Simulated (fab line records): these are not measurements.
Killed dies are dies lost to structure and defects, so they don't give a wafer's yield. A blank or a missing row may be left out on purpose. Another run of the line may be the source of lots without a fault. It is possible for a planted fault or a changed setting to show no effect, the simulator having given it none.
Split-lot study || flow n5-finfet || 7 lots, 21 wafers read, on a route of 1938 steps

== SPLIT DETAILS ==
At N5_FIN_SAQP_PEB_14 (peb time 60 s), the setting peb-time-s was moved away from the recipe's 60 s on 13 of the 21 wafers read, by -21.0% to +20.6%. All remaining wafers had this setting at the recipe value.

== SPLIT TO READING: what lies between them in the file, 1 step ==
- N5_FIN_SAQP_DEVELOP_15: develop time 30 s

== THE READING ==
cd-nm at N5_FIN_SAQP_CD_MEAS_16, given in nm (cd target 35.6 nm). Fault-free wafers of this fab line usually give 35.6 nm, standard deviation 0.33 nm.

{"wafer": "L075.3", "tool, chamber at the split": "litho-track-01, 0", "peb-time-s as run, s": 72.19, "against the recipe": "+20.3%", "cd-nm, nm": 32.7, "against lot-mates on the recipe": "no lot-mate on the recipe"}
{"wafer": "L075.4", "tool, chamber at the split": "litho-track-01, 0", "peb-time-s as run, s": 72.19, "against the recipe": "+20.3%", "cd-nm, nm": 33.1, "against lot-mates on the recipe": "no lot-mate on the recipe"}
{"wafer": "L075.6", "tool, chamber at the split": "litho-track-01, 0", "peb-time-s as run, s": 72.19, "against the recipe": "+20.3%", "cd-nm, nm": 33.3, "against lot-mates on the recipe": "no lot-mate on the recipe"}
{"wafer": "L078.3", "tool, chamber at the split": "litho-track-03, 0", "peb-time-s as run, s": 71.46, "against the recipe": "+19.1%", "cd-nm, nm": 33.6, "against lot-mates on the recipe": "no lot-mate on the recipe"}
{"wafer": "L078.4", "tool, chamber at the split": "litho-track-03, 0", "peb-time-s as run, s": 71.46, "against the recipe": "+19.1%", "cd-nm, nm": 33.8, "against lot-mates on the recipe": "no lot-mate on the recipe"}
{"wafer": "L078.6", "tool, chamber at the split": "litho-track-03, 0", "peb-time-s as run, s": 71.46, "against the recipe": "+19.1%", "cd-nm, nm": 33.6, "against lot-mates on the recipe": "no lot-mate on the recipe"}
{"wafer": "L079.3", "tool, chamber at the split": "litho-track-03, 0", "peb-time-s as run, s": 54.37, "against the recipe": "-9.4%", "cd-nm, nm": 37.1, "against lot-mates on the recipe": "+1.0"}
{"wafer": "L079.4", "tool, chamber at the split": "litho-track-03, 0", "peb-time-s as run, s": 60, "against the recipe": "recipe", "cd-nm, nm": 36.1, "against lot-mates on the recipe": "-"}
{"wafer": "L079.6", "tool, chamber at the split": "litho-track-03, 0", "peb-time-s as run, s": 54.37, "against the recipe": "-9.4%", "cd-nm, nm": 37.1, "against lot-mates on the recipe": "+1.0"}
{"wafer": "L080.1", "tool, chamber at the split": "litho-track-04, 0", "peb-time-s as run, s": 60, "against the recipe": "recipe", "cd-nm, nm": 35.3, "against lot-mates on the recipe": "-"}
{"wafer": "L080.2", "tool, chamber at the split": "litho-track-04, 0", "peb-time-s as run, s": 72.38, "against the recipe": "+20.6%", "cd-nm, nm": 33.2, "against lot-mates on the recipe": -2.3}
{"wafer": "L080.4", "tool, chamber at the split": "litho-track-04, 0", "peb-time-s as run, s": 60, "against the recipe": "recipe", "cd-nm, nm": 35.8, "against lot-mates on the recipe": "-"}
{"wafer": "L086.2", "tool, chamber at the split": "litho-track-01, 0", "peb-time-s as run, s": 60, "against the recipe": "recipe", "cd-nm, nm": 35.9, "against lot-mates on the recipe": "-"}
{"wafer": "L086.3", "tool, chamber at the split": "litho-track-01, 0", "peb-time-s as run, s": 60, "against the recipe": "recipe", "cd-nm, nm": 35.4, "against lot-mates on the recipe": "-"}
{"wafer": "L086.5", "tool, chamber at the split": "litho-track-01, 0", "peb-time-s as run, s": 60, "against the recipe": "recipe", "cd-nm, nm": 35.8, "against lot-mates on the recipe": "-"}
{"wafer": "L090.1", "tool, chamber at the split": "litho-track-04, 0", "peb-time-s as run, s": 56.01, "against the recipe": "-6.7%", "cd-nm, nm": 36.3, "against lot-mates on the recipe": "+0.4"}
{"wafer": "L090.4", "tool, chamber at the split": "litho-track-04, 0", "peb-time-s as run, s": 56.01, "against the recipe": "-6.7%", "cd-nm, nm": 36.5, "against lot-mates on the recipe": "+0.6"}
{"wafer": "L090.6", "tool, chamber at the split": "litho-track-04, 0", "peb-time-s as run, s": 60, "against the recipe": "recipe", "cd-nm, nm": 35.9, "against lot-mates on the recipe": "-"}
{"wafer": "L093.1", "tool, chamber at the split": "litho-track-04, 0", "peb-time-s as run, s": 60, "against the recipe": "recipe", "cd-nm, nm": 35.4, "against lot-mates on the recipe": "-"}
{"wafer": "L093.2", "tool, chamber at the split": "litho-track-04, 0", "peb-time-s as run, s": 47.38, "against the recipe": "-21.0%", "cd-nm, nm": 38.7, "against lot-mates on the recipe": "+3.3"}
{"wafer": "L093.6", "tool, chamber at the split": "litho-track-04, 0", "peb-time-s as run, s": 47.38, "against the recipe": "-21.0%", "cd-nm, nm": 38.6, "against lot-mates on the recipe": "+3.2"}

FIT RESULTS
A straight line over all 21 wafers: cd-nm changes by -0.127 nm for each +1% of peb-time-s; r = -0.99; the points scatter about the line by 0.28 nm.
The same after taking each lot's own level away (the mean of its wafers on the recipe; 15 wafers): -0.134 nm for each +1%; r = -0.98; scatter 0.31 nm.
On that fit, the largest move of peb-time-s shifts the reading by 2.8 nm.
The span of the lots' own levels, 35.40 to 36.10 nm, comes to 2.1 times the standard deviation stated above.
The two slopes are in agreement: the lot-to-lot level therefore moves the slope only a little.
Check: +2.62 nm against its lot-mates is what the line predicts for one of the wafers moved furthest among these (-21.0%) when that wafer is left out of the fit. Against them it came out at +3.3 nm.

== THE OTHER SPLITS THESE WAFERS WENT THROUGH ==
Other splits were also applied to these wafers ahead of the reading. Each is held against what the fit with the lots' levels taken away leaves over:
{"other split on the same wafers": "N5_ZERO_LAYER_PECVD_02 time-s", "wafers away from the commonest value": 4, "r with cd-nm (lot level and that fit taken away)": -0.13}
{"other split on the same wafers": "N5_WELL_APT_COAT_02 spin-rpm", "wafers away from the commonest value": 8, "r with cd-nm (lot level and that fit taken away)": "+0.16"}
{"other split on the same wafers": "N5_FIN_SAQP_COAT_49 spin-rpm", "wafers away from the commonest value": 9, "r with cd-nm (lot level and that fit taken away)": -0.33}

== FILE'S OWN FIT ==
cd-nm changes by -0.131 nm for each +1% of peb-time-s, r = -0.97.
